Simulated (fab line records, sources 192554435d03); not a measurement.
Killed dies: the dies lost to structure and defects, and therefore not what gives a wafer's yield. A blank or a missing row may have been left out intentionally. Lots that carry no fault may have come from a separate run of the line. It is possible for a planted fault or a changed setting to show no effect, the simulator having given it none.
fab line records	flow n5_finfet
record: lots: 7	wafers: 21
route steps=1938 shown WELL_APT@21 FIN_SAQP@96 SD_EPI_N@279 SD_EPI_P@321 ILD0@343 HKMG_FIN@406 GATE_CUT@469 MOL_CONTACT_COAG@579
start_h: hours from the record's first day to the start of the lot's first wafer shown	wait_h: hours since the lot's step before	" same as the row above	L1.1+2: one row covering several wafers at once	- value missing, or start not given	* or withheld: withheld	< > ~ a bound
route shown NAME@n: names a module that has steps shown in the file, with the first one's number in the route	usual: mean/standard deviation taken from wafers without a fault	same: alike in all rows	chamber/n: place in a boat	sites: each site's reading	_std_site: how widely they spread, as a standard deviation	_edge_site: outer sites' mean less inner sites'	radius_mm: for every site, how far away it sits from the centre of the wafer	mask NAME#n: copy n	behind: the tool/chamber that last shaped the wafer	hold: reason for holding the lot/hours on hold/outcome of the hold	device: the n, p or np transistor that did not switch	end of line: the route-end tests of the same wafers	a step given without rows: its recipe and nothing more	killed: at the first sort, the dies lost to defects and structure; wafer yield is something else	map: a wafer's dies, marking killed ones x, the rest . and places with no die _
set.NAME: the setting that was run; set.NAME@STEP: the one run at that earlier step	model.NAME: the simulator's own value behind a step, which no gauge read
one table per step and one row per wafer, for lots whose settings were changed on purpose
== steps ==
step: N5_WELL_APT_COAT_02
recipe: spin_rpm: 1357	resist_thk_nm: 950
lot.wafer	tool	chamber	start_h	wait_h	set.spin_rpm	model.coat_of_WELL_APT_COAT_02.thk_nm
L077.3	litho_track-02	0	-	-	1357	951.7
L077.5	"	0	"	"	1357	952.7
L077.6	"	0	"	"	1357	951.4
L079.1	litho_track-02	0	-	-	1357	950.4
L079.2	"	0	"	"	1452	917
L079.4	"	0	"	"	1452	916
L084.2	litho_track-01	0	-	-	1357	950.1
L084.4	"	0	"	"	1357	952.1
L084.6	"	0	"	"	1357	950.9
L087.1	litho_track-01	0	-	-	1210	1011
L087.4	"	0	"	"	1357	951.8
L087.6	"	0	"	"	1357	950.5
L089.1	litho_track-03	0	-	-	1357	946.5
L089.4	"	0	"	"	1461	912.1
L089.5	"	0	"	"	1357	947.5
L091.3	litho_track-03	0	-	-	1482	905.9
L091.4	"	0	"	"	1357	946.8
L091.6	"	0	"	"	1482	906.8
L097.2	litho_track-02	0	-	-	1357	949.7
L097.4	"	0	"	"	1406	931.1
L097.6	"	0	"	"	1406	932.2
step: N5_FIN_SAQP_HM_DEP_03
recipe: material: SiNx	target_thk_a: 380	temp_c: 400	precursor: SiH4/NH3/N2	pressure_torr: 1.5	rf_w: 300	time_s: 33.6
lot.wafer	tool	chamber	start_h	wait_h	set.time_s	model.SiNx_of_FIN_SAQP_HM_DEP_03.thk_nm
L077.3	pecvd-01	1	39.44	0.2	33.6	38.15
L077.5	"	0	"	"	33.6	38.29
L077.6	"	1	"	"	29.15	33.49
L079.1	pecvd-01	0	51.11	0.2	33.6	37.57
L079.2	"	1	"	"	36.18	40.87
L079.4	"	0	"	"	33.6	38.05
L084.2	pecvd-04	1	83.45	0.2	33.6	38.05
L084.4	"	0	"	"	33.6	37.93
L084.6	"	1	"	"	33.6	38.24
L087.1	pecvd-04	2	100.77	0.2	33.6	37.37
L087.4	"	2	"	"	33.6	38.59
L087.6	"	0	"	"	33.6	39.18
L089.1	pecvd-04	0	111.88	0.2	33.6	37.9
L089.4	"	1	"	"	33.6	38.49
L089.5	"	0	"	"	30.85	34.53
L091.3	pecvd-01	0	123.25	0.1	33.6	37.67
L091.4	"	0	"	"	33.6	38.5
L091.6	"	2	"	"	33.6	38.49
L097.2	pecvd-01	0	159.30	0.2	33.6	38.01
L097.4	"	0	"	"	33.6	38.31
L097.6	"	1	"	"	30.17	34.14
step: N5_FIN_SAQP_THK_MEAS_05
usual: thk_nm: 38.3/0.52
lot.wafer	tool	chamber	start_h	wait_h	set.time_s@FIN_SAQP_HM_DEP_03	thk_nm
L077.3	film_metro-01	-	39.52	0.1	33.6	38.2
L077.5	"	-	"	"	33.6	38.3
L077.6	"	-	"	"	29.15	33.5
L079.1	film_metro-01	-	51.19	0.1	33.6	37.6
L079.2	"	-	"	"	36.18	40.9
L079.4	"	-	"	"	33.6	38.1
L084.2	film_metro-01	-	83.54	0.1	33.6	38.1
L084.4	"	-	"	"	33.6	37.9
L084.6	"	-	"	"	33.6	38.2
L087.1	film_metro-01	-	100.86	0.1	33.6	37.3
L087.4	"	-	"	"	33.6	38.6
L087.6	"	-	"	"	33.6	39.2
L089.1	film_metro-01	-	111.97	0.1	33.6	37.9
L089.4	"	-	"	"	33.6	38.5
L089.5	"	-	"	"	30.85	34.5
L091.3	film_metro-02	-	123.34	0.1	33.6	37.6
L091.4	"	-	"	"	33.6	38.4
L091.6	"	-	"	"	33.6	38.5
L097.2	film_metro-02	-	159.38	0.1	33.6	38.0
L097.4	"	-	"	"	33.6	38.3
L097.6	"	-	"	"	30.17	34.1
step: N5_FIN_SAQP_COAT_10
recipe: resist: CAR-ArF	spin_rpm: 1500	resist_thk_nm: 90
lot.wafer	tool	chamber	start_h	wait_h	set.spin_rpm	model.CAR-ArF_of_FIN_SAQP_COAT_10.thk_nm
L077.3	litho_track-03	0	-	-	1570	87.42
L077.5	"	0	"	"	1570	87.37
L077.6	"	0	"	"	1570	87.31
L079.1	litho_track-05	0	-	-	1500	89.43
L079.2	"	0	"	"	1500	89.36
L079.4	"	0	"	"	1500	89.63
L084.2+4	litho_track-03	0	-	-	1500	89.83
L084.6	"	0	"	"	1500	90.02
L087.1	litho_track-03	0	-	-	1500	89.77
L087.4	"	0	"	"	1341	95.18
L087.6	"	0	"	"	1341	95.21
L089.1	litho_track-03	0	-	-	1500	90.01
L089.4	"	0	"	"	1500	89.95
L089.5	"	0	"	"	1500	89.76
L091.3	litho_track-03	0	-	-	1641	85.91
L091.4	"	0	"	"	1500	90.09
L091.6	"	0	"	"	1641	85.69
L097.2	litho_track-03	0	-	-	1500	90.28
L097.4	"	0	"	"	1500	90.1
L097.6	"	0	"	"	1500	90.13
step: N5_FIN_SAQP_EBR_12
recipe: solvent: PGMEA	ebr_width_mm: 1.5
step: N5_FIN_SAQP_SOFTBAKE_11
recipe: temp_c: 110	time_s: 60	resist: CAR-ArF
step: N5_FIN_SAQP_MANDREL2_REMOVE_60
recipe: chemistry: HBr/Cl2/O2	bt_time_s: 10	target: a-Si	stop_on: SiNx	endpoint: OES-SiCl	over_etch_frac: 1	icp_w: 600	bias_w: 22	HBr_flow_sccm: 150	Cl2_flow_sccm: 80	O2_flow_sccm: 5	pressure_mtorr: 10
step: N5_FIN_SAQP_HM_OPEN_33
recipe: chemistry: CH3F/O2	target: SiNx	mask_material: SiO2	target_depth_a: 494	time_s: 70.6	pressure_mtorr: 30	source_w: 395	bias_w: 73	Ar_flow_sccm: 150	CH3F_flow_sccm: 30	O2_flow_sccm: 20	ion_energy_ev: 120	ends: cleared
usual: etch_rf_on_time_s: 70.0/1.7
lot.wafer	tool	chamber	start_h	wait_h	set.time_s@FIN_SAQP_HM_DEP_03	etch_rf_on_time_s	model.etch.depth_nm
L077.3	rie_diel-05	1	44.48	0.0	33.6	71.0	37.52
L077.5	"	2	"	"	33.6	68.3	37.66
L077.6	"	1	"	"	29.15	62.3	32.87
L079.1	rie_diel-01	0	55.57	0.0	33.6	69.6	36.95
L079.2	"	3	"	"	36.18	73.4	40.24
L079.4	"	2	"	"	33.6	68.3	37.42
L084.2	rie_diel-02	1	88.40	0.0	33.6	70.3	37.43
L084.4	"	0	"	"	33.6	69.2	37.3
L084.6	"	1	"	"	33.6	71.1	37.61
L087.1	rie_diel-01	1	105.82	0.0	33.6	65.8	36.68
L087.4	"	2	"	"	33.6	70.6	37.92
L087.6	"	1	"	"	33.6	69.1	38.51
L089.1	rie_diel-05	2	118.95	0.0	33.6	68.0	37.27
L089.4	"	0	"	"	33.6	72.2	37.87
L089.5	"	1	"	"	30.85	63.1	33.58
L091.3	rie_diel-01	2	128.82	0.1	33.6	68.7	36.98
L091.4	"	0	"	"	33.6	70.7	37.83
L091.6	"	0	"	"	33.6	70.3	37.61
L097.2	rie_diel-02	3	165.10	0.1	33.6	68.5	37.38
L097.4	"	1	"	"	33.6	69.8	37.68
L097.6	"	3	"	"	30.17	61.4	33.51
step: N5_FIN_SAQP_ETCH_34
recipe: chemistry: C4F6/O2	target: SiO2	target_depth_a: 450	time_s: 15	ion_energy_ev: 250	pressure_mtorr: 30	source_w: 345	bias_w: 185	Ar_flow_sccm: 300	C4F6_flow_sccm: 10	O2_flow_sccm: 10	ends: cleared
lot.wafer	tool	chamber	start_h	wait_h	set.time_s@FIN_SAQP_HM_DEP_03	model.SiNx_of_FIN_SAQP_HM_DEP_03.thk_nm
L077.3	rie_diel-05	1	44.55	0.0	33.6	34.6
L077.5	"	2	"	"	33.6	34.8
L077.6	"	1	"	"	29.15	30
L079.1	rie_diel-01	0	55.64	0.0	33.6	34
L079.2	"	3	"	"	36.18	37.4
L079.4	"	2	"	"	33.6	34.4
L084.2+6	rie_diel-02	1	88.47	0.0	33.6	34.6
L084.4	"	0	"	"	33.6	34.4
L087.1	rie_diel-01	1	105.89	0.0	33.6	33.8
L087.4	"	2	"	"	33.6	35
L087.6	"	1	"	"	33.6	35.6
L089.1	rie_diel-05	2	119.02	0.0	33.6	34.4
L089.4	"	0	"	"	33.6	35
L089.5	"	1	"	"	30.85	30.6
L091.3	rie_diel-01	2	128.89	0.0	33.6	34
L091.4	"	0	"	"	33.6	35
L091.6	"	0	"	"	33.6	34.6
L097.2	rie_diel-02	3	165.17	0.0	33.6	34.4
L097.4	"	1	"	"	33.6	34.8
L097.6	"	3	"	"	30.17	30.6
step: N5_FIN_SAQP_STRIP_77
recipe: chemistry: N2/H2	time_s: 90	power_w: 100	temp_c: 40	pressure_mtorr: 100	rf_frequency_hz: 6e+07	bias_power_w: 3	n2_flow_sccm: 300	h2_flow_sccm: 300
step: N5_FIN_SAQP_ETCH_64
recipe: chemistry: CF4	target: SiO2	target_depth_a: 15	ion_energy_ev: 350	pressure_mtorr: 10	icp_w: 800	bias_w: 400	cf4_flow_sccm: 80
step: N5_FIN_SAQP_FIN_ETCH_36
recipe: chemistry: HBr/Cl2/O2	target_depth_a: 1200	mask_material: SiNx	time_s: 50.4	bias_w: 102	pressure_mtorr: 10	icp_w: 800	HBr_flow_sccm: 150	Cl2_flow_sccm: 80	O2_flow_sccm: 12
lot.wafer	tool	chamber	start_h	wait_h	set.time_s@FIN_SAQP_HM_DEP_03	model.SiNx_of_FIN_SAQP_HM_DEP_03.thk_nm
L077.3	rie_si-05	0	44.77	0.0	33.6	21.4
L077.5	"	2	"	"	33.6	21.2
L077.6	"	1	"	"	29.15	16.6
L079.1	rie_si-05	2	55.86	0.0	33.6	20.6
L079.2	"	0	"	"	36.18	24
L079.4	"	3	"	"	33.6	21.8
L084.2	rie_si-05	0	88.69	0.0	33.6	21.2
L084.4	"	2	"	"	33.6	21
L084.6	"	1	"	"	33.6	21.4
L087.1	rie_si-01	1	106.10	0.0	33.6	20.4
L087.4	"	0	"	"	33.6	21.4
L087.6	"	0	"	"	33.6	22.2
L089.1	rie_si-06	1	119.24	0.0	33.6	21.6
L089.4	"	3	"	"	33.6	21.8
L089.5	"	0	"	"	30.85	17.8
L091.3	rie_si-06	2	129.10	0.0	33.6	20.6
L091.4	"	1	"	"	33.6	22.2
L091.6	"	2	"	"	33.6	21.4
L097.2	rie_si-06	2	165.39	0.0	33.6	21.2
L097.4	"	3	"	"	33.6	21.4
L097.6	"	3	"	"	30.17	17.4
step: N5_SD_EPI_N_ETCH_16
recipe: chemistry: CHF3/O2	target: SiO2	target_depth_a: 50	mask_material: SOC	pressure_mtorr: 30	source_w: 650	bias_w: 170	Ar_flow_sccm: 200	CHF3_flow_sccm: 50	O2_flow_sccm: 5	ion_energy_ev: 200
lot.wafer	tool	chamber	start_h	wait_h	set.target_depth_a	model.etch.depth_nm
L077.3	rie_diel-05	2	66.75	0.1	50	5.07
L077.5	"	3	"	"	50	4.855
L077.6	"	2	"	"	56.05	5.707
L079.1	rie_diel-02	0	78.50	0.1	55.99	5.675
L079.2	"	1	"	"	50	4.94
L079.4	"	2	"	"	50	4.861
L084.2	rie_diel-05	3	116.26	0.1	50	4.755
L084.4	"	1	"	"	50	4.842
L084.6	"	3	"	"	50	4.744
L087.1	rie_diel-02	3	130.24	0.1	50	5.016
L087.4	"	0	"	"	46.77	4.691
L087.6	"	2	"	"	46.77	4.601
L089.1	rie_diel-01	2	142.03	0.1	50	4.989
L089.4	"	3	"	"	55.19	5.522
L089.5	"	2	"	"	50	4.979
L091.3	rie_diel-05	0	151.94	0.1	50	4.802
L091.4	"	2	"	"	50	5.117
L091.6	"	3	"	"	44.54	4.282
L097.2	rie_diel-01	0	188.89	0.1	50	4.871
L097.4	"	3	"	"	50	4.98
L097.6	"	0	"	"	50	4.855
step: N5_SD_EPI_N_EPI_21
recipe: material: Si:P	dopant: P	temp_c: 680	pressure_torr: 255	time_s: 690
lot.wafer	tool	chamber	start_h	wait_h	set.epi_growth_time_s	model.Si-P_of_SD_EPI_N_EPI_21.thk_nm
L077.3	epi_rpcvd-01	0	68.77	0.9	690	59.4
L077.5	"	0	"	"	690	60
L077.6	"	0	"	"	690	58.6
L079.1	epi_rpcvd-02	0	79.73	0.2	690	60.4
L079.2	"	0	"	"	663.5	58
L079.4	"	0	"	"	690	59.6
L084.2+4	epi_rpcvd-01	0	117.60	0.4	690	59.6
L084.6	"	0	118.72	1.4	690	59.4
L087.1	epi_rpcvd-01	0	131.30	0.1	659.7	56.6
L087.4	"	0	"	"	659.7	56.8
L087.6	"	0	"	"	690	58.8
L089.1	epi_rpcvd-04	0	143.29	0.2	659	56.4
L089.4	"	0	144.41	1.2	690	59.2
L089.5	"	0	"	"	659	56.8
L091.3	epi_rpcvd-01	0	153.97	0.9	690	59.8
L091.4	"	0	"	"	690	59.4
L091.6	"	0	"	"	690	60
L097.2	epi_rpcvd-04	0	190.87	0.7	690	60.8
L097.4	"	0	"	"	690	60
L097.6	"	0	192.86	2.5	752.3	63.2
step: N5_SD_EPI_N_PRECLEAN_24
recipe: chemistry: O3/DIW	time_s: 60	temp_c: 22	o3_ppm: 10
lot.wafer	tool	chamber	start_h	wait_h	set.epi_growth_time_s@SD_EPI_N_EPI_21	model.Si-P_of_SD_EPI_N_EPI_21.thk_nm
L077.3	wet_bench-02	4	70.34	0.0	690	59
L077.5	"	1	"	"	690	59.6
L077.6	"	0	"	"	690	58.2
L079.1	wet_bench-03	1	82.06	0.0	690	60
L079.2	"	7	"	"	663.5	57.6
L079.4	"	0	"	"	690	59.2
L084.2+4	wet_bench-02	4,3	119.07	0.0	690	59.2
L084.6	"	1	"	"	690	59
L087.1	wet_bench-02	1	133.05	0.0	659.7	56.2
L087.4	"	4	"	"	659.7	56.4
L087.6	"	3	"	"	690	58.4
L089.1	wet_bench-04	3	145.60	0.0	659	56.2
L089.4	"	0	"	"	690	58.8
L089.5	"	7	"	"	659	56.4
L091.3	wet_bench-04	5	155.54	0.0	690	59.4
L091.4	"	1	"	"	690	59
L091.6	"	2	"	"	690	59.6
L097.2	wet_bench-02	6	193.43	0.0	690	60.4
L097.4	"	1	"	"	690	59.6
L097.6	"	2	"	"	752.3	62.8
step: N5_SD_EPI_N_SRD_25
recipe: time_s: 30	temp_c: 23	rinse_liquid: diw	dry: ipa_marangoni
step: N5_SD_EPI_N_PRECLEAN_49
recipe: chemistry: NF3:NH3	afs_cycles: 1	temp_c: 30	time_s: 20	sublimation_temp_c: 180	sublimation_time_s: 60	pressure_torr: 3	rf_power_w: 30
step: N5_SD_EPI_P_EPI_21
recipe: material: SiGe:B	dopant: B	temp_c: 550	pressure_torr: 20	ambient: H2	time_s: 355
step: N5_SD_EPI_P_HM_STRIP_48
recipe: chemistry: H3PO4	temp_c: 160	material: SiNx	target: SiNx	target_depth_a: 30	overetch_fraction: 0.3
lot.wafer	tool	chamber	start_h	wait_h	set.epi_growth_time_s@SD_EPI_N_EPI_21	model.Si-P_of_SD_EPI_N_EPI_21.thk_nm
L077.3	wet_bench-01	2	75.80	0.0	690	58.6
L077.5	"	1	"	"	690	59.2
L077.6	"	0	"	"	690	57.8
L079.1	wet_bench-06	0	87.50	0.0	690	59.8
L079.2	"	1	"	"	663.5	57.4
L079.4	"	2	"	"	690	59
L084.2+4	wet_bench-01	6,7	124.92	0.0	690	59
L084.6	"	5	"	"	690	58.8
L087.1	wet_bench-01	5	137.73	0.0	659.7	56
L087.4	"	6	"	"	659.7	56.2
L087.6	"	2	"	"	690	58
L089.1	wet_bench-05	5	150.93	0.0	659	55.8
L089.4	"	3	"	"	690	58.6
L089.5	"	4	"	"	659	56
L091.3	wet_bench-06	2	160.31	0.0	690	59
L091.4	"	4	"	"	690	58.8
L091.6	"	5	"	"	690	59.2
L097.2	wet_bench-05	7	200.30	0.0	690	60
L097.4	"	2	"	"	690	59.2
L097.6	"	0	"	"	752.3	62.6
step: N5_ILD0_ALD_15
recipe: material: SiNx	target_thk_a: 240	temp_c: 400	ald_precursor_family: SiH2I2	ald_co_reactant: N2/H2-plasma	pulse_time_s: 1	ald_cycles: 480	purge_time_s: 2	co_reactant_purge_time_s: 2	pressure_torr: 2
lot.wafer	tool	chamber	start_h	wait_h	set.ald_cycles	model.SiNx_of_ILD0_ALD_15.thk_nm
L077.3	ald_sin-02	3	80.50	0.4	480	24.2
L077.5	"	1	81.58	1.2	480	23.8
L077.6	"	0	"	"	480	24
L079.1+2	ald_sin-02	0,1	92.33	0.8	445	22.2
L079.4	"	3	"	"	480	24
L084.2+4+6	ald_sin-01	2,3,3	129.90	0.5	480	24
L087.1+6	ald_sin-02	2	143.34	0.8	480	24
L087.4	"	0	"	"	480	24.2
L089.1+4	ald_sin-01	0,1	156.33	1.1	480	24
L089.5	"	1	157.42	1.3	528	26.4
L091.3	ald_sin-01	1	164.95	0.4	480	24
L091.4+6	"	3,0	"	"	418	21
L097.2	ald_sin-01	1	205.01	0.5	480	24
L097.4	"	3	"	"	480	23.6
L097.6	"	1	206.10	1.2	480	23.8
step: N5_HKMG_FIN_ETCH_58
recipe: chemistry: N2/H2	target: SOC	target_depth_a: 2158	ion_energy_ev: 50	bias_w: 13	time_s: 741	pressure_mtorr: 30	source_w: 875	n2_flow_sccm: 200	h2_flow_sccm: 200
usual: rf_vpp_V: 99.0/0.94
lot.wafer	tool	chamber	start_h	wait_h	set.source_w	rf_vpp_V
L077.3	rie_diel-05	2	89.52	0.0	1024	95.4
L077.5	"	2	"	"	875	99.6
L077.6	"	1	"	"	875	99.2
L079.1	rie_diel-05	2	102.61	0.0	815.1	102.0
L079.2	"	1	"	"	875	99.0
L079.4	"	0	"	"	875	98.7
L084.2	rie_diel-01	0	139.57	0.0	875	98.6
L084.4	"	0	"	"	875	98.9
L084.6	"	3	"	"	875	99.4
L087.1	rie_diel-02	0	152.92	0.0	953.4	95.2
L087.4	"	3	"	"	875	97.9
L087.6	"	0	"	"	953.4	96.5
L089.1	rie_diel-05	0	165.23	0.0	875	99.0
L089.4	"	3	"	"	875	100.6
L089.5	"	1	"	"	875	98.2
L091.3	rie_diel-02	1	174.31	0.0	875	98.1
L091.4	"	0	"	"	875	99.0
L091.6	"	1	"	"	875	98.3
L097.2	rie_diel-05	2	215.00	0.0	875	98.4
L097.4	"	0	"	"	875	98.0
L097.6	"	3	"	"	875	99.0
step: N5_GATE_CUT_ETCH_58
recipe: chemistry: CH3F/O2	target: SiNx	target_depth_a: 170	time_s: 128.6	ion_energy_ev: 50	pressure_mtorr: 30	source_w: 415	bias_w: 21	Ar_flow_sccm: 150	CH3F_flow_sccm: 30	O2_flow_sccm: 20
usual: rf_vpp_V: 99.2/0.9
lot.wafer	tool	chamber	start_h	wait_h	set.bias_w	rf_vpp_V
L077.3	rie_diel-06	0	97.29	0.0	18.94	92.1
L077.5	"	0	"	"	18.94	92.3
L077.6	"	3	"	"	18.94	93.2
L079.1	rie_diel-06	3	110.94	0.0	22.21	103.8
L079.2	"	2	"	"	22.21	103.4
L079.4	"	1	"	"	21	98.2
L084.2	rie_diel-04	3	147.78	0.1	21	99.0
L084.4	"	2	"	"	21	98.0
L084.6	"	0	"	"	21	99.1
L087.1	rie_diel-06	0	161.01	0.2	18.22	90.4
L087.4	"	3	"	"	18.22	91.7
L087.6	"	3	"	"	18.22	90.8
L089.1	rie_diel-03	1	173.31	0.1	17.54	88.6
L089.4	"	3	"	"	21	99.3
L089.5	"	1	"	"	17.54	88.1
L091.3	rie_diel-03	3	182.22	0.0	23.61	107.4
L091.4	"	1	"	"	21	99.9
L091.6	"	0	"	"	23.61	106.7
L097.2	rie_diel-04	2	222.92	0.0	21	97.6
L097.4	"	3	"	"	21	98.4
L097.6	"	0	"	"	21	98.9
step: N5_MOL_CONTACT_COAG_ALD_131
recipe: material: SiO2	target_thk_a: 50	temp_c: 100	ald_precursor_family: BDEAS	ald_co_reactant: O2-plasma	pulse_time_s: 1	co_reactant_pulse_time_s: 1	purge_time_s: 2	co_reactant_purge_time_s: 2	ald_cycles: 35	pressure_torr: 2
lot.wafer	tool	chamber	start_h	wait_h	set.ald_cycles	model.SiO2_of_MOL_CONTACT_COAG_ALD_131.thk_nm
L077.3	ald_sin-01	1	117.96	1.0	32	4.6
L077.5+6	"	3,0	"	"	35	5
L079.1	ald_sin-01	1	129.74	0.1	30	4.2
L079.2	"	0	"	"	30	4.4
L079.4	"	3	"	"	35	5
L084.2+4+6	ald_sin-03	0,2,0	166.45	0.1	35	5
L087.1+4+6	ald_sin-03	1,2,3	181.92	0.2	35	5
L089.1+4	ald_sin-03	2,1	192.45	0.1	31	4.4
L089.5	"	2	"	"	35	5
L091.3+4	ald_sin-04	3,0	200.52	0.1	32	4.6
L091.6	"	2	"	"	35	5
L097.2+4+6	ald_sin-04	0,1,3	239.91	0.1	35	5
== key ==
split: step: N5_WELL_APT_COAT_02	setting: spin_rpm	stated: 1357	by: wafer
response: step: N5_WELL_APT_COAT_02	reading: model.coat_of_WELL_APT_COAT_02.thk_nm	change: -4.93	per: 1%	r: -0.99
split: step: N5_FIN_SAQP_HM_DEP_03	setting: time_s	stated: 33.6	by: wafer
response: step: N5_FIN_SAQP_HM_DEP_03	reading: model.SiNx_of_FIN_SAQP_HM_DEP_03.thk_nm	change: +0.387	per: 1%	r: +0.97
response: step: N5_FIN_SAQP_THK_MEAS_05	reading: thk_nm	change: *	per: 1%	r: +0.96
response: step: N5_FIN_SAQP_HM_OPEN_33	reading: etch_rf_on_time_s	change: *	per: 1%	r: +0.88
response: step: N5_FIN_SAQP_HM_OPEN_33	reading: model.etch.depth_nm	change: +0.394	per: 1%	r: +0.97
response: step: N5_FIN_SAQP_ETCH_34	reading: model.SiNx_of_FIN_SAQP_HM_DEP_03.thk_nm	change: +0.397	per: 1%	r: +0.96
response: step: N5_FIN_SAQP_FIN_ETCH_36	reading: model.SiNx_of_FIN_SAQP_HM_DEP_03.thk_nm	change: +0.383	per: 1%	r: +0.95
split: step: N5_FIN_SAQP_COAT_10	setting: spin_rpm	stated: 1500	by: wafer
response: step: N5_FIN_SAQP_COAT_10	reading: model.CAR-ArF_of_FIN_SAQP_COAT_10.thk_nm	change: -0.487	per: 1%	r: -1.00
split: step: N5_SD_EPI_N_ETCH_16	setting: target_depth_a	stated: 50	by: wafer
response: step: N5_SD_EPI_N_ETCH_16	reading: model.etch.depth_nm	change: +0.0602	per: 1%	r: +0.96
split: step: N5_SD_EPI_N_EPI_21	setting: epi_growth_time_s	stated: 690	by: wafer
response: step: N5_SD_EPI_N_EPI_21	reading: model.Si-P_of_SD_EPI_N_EPI_21.thk_nm	change: +0.397	per: 1%	r: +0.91
response: step: N5_SD_EPI_N_PRECLEAN_24	reading: model.Si-P_of_SD_EPI_N_EPI_21.thk_nm	change: +0.394	per: 1%	r: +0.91
response: step: N5_SD_EPI_P_HM_STRIP_48	reading: model.Si-P_of_SD_EPI_N_EPI_21.thk_nm	change: +0.407	per: 1%	r: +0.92
split: step: N5_ILD0_ALD_15	setting: ald_cycles	stated: 480	by: wafer
response: step: N5_ILD0_ALD_15	reading: model.SiNx_of_ILD0_ALD_15.thk_nm	change: +0.237	per: 1%	r: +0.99
split: step: N5_HKMG_FIN_ETCH_58	setting: source_w	stated: 875	by: wafer
response: step: N5_HKMG_FIN_ETCH_58	reading: rf_vpp_V	change: -0.263	per: 1%	r: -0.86
split: step: N5_GATE_CUT_ETCH_58	setting: bias_w	stated: 21	by: wafer
response: step: N5_GATE_CUT_ETCH_58	reading: rf_vpp_V	change: +0.656	per: 1%	r: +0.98
split: step: N5_MOL_CONTACT_COAG_ALD_131	setting: ald_cycles	stated: 35	by: wafer
response: step: N5_MOL_CONTACT_COAG_ALD_131	reading: model.SiO2_of_MOL_CONTACT_COAG_ALD_131.thk_nm	change: +0.0492	per: 1%	r: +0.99
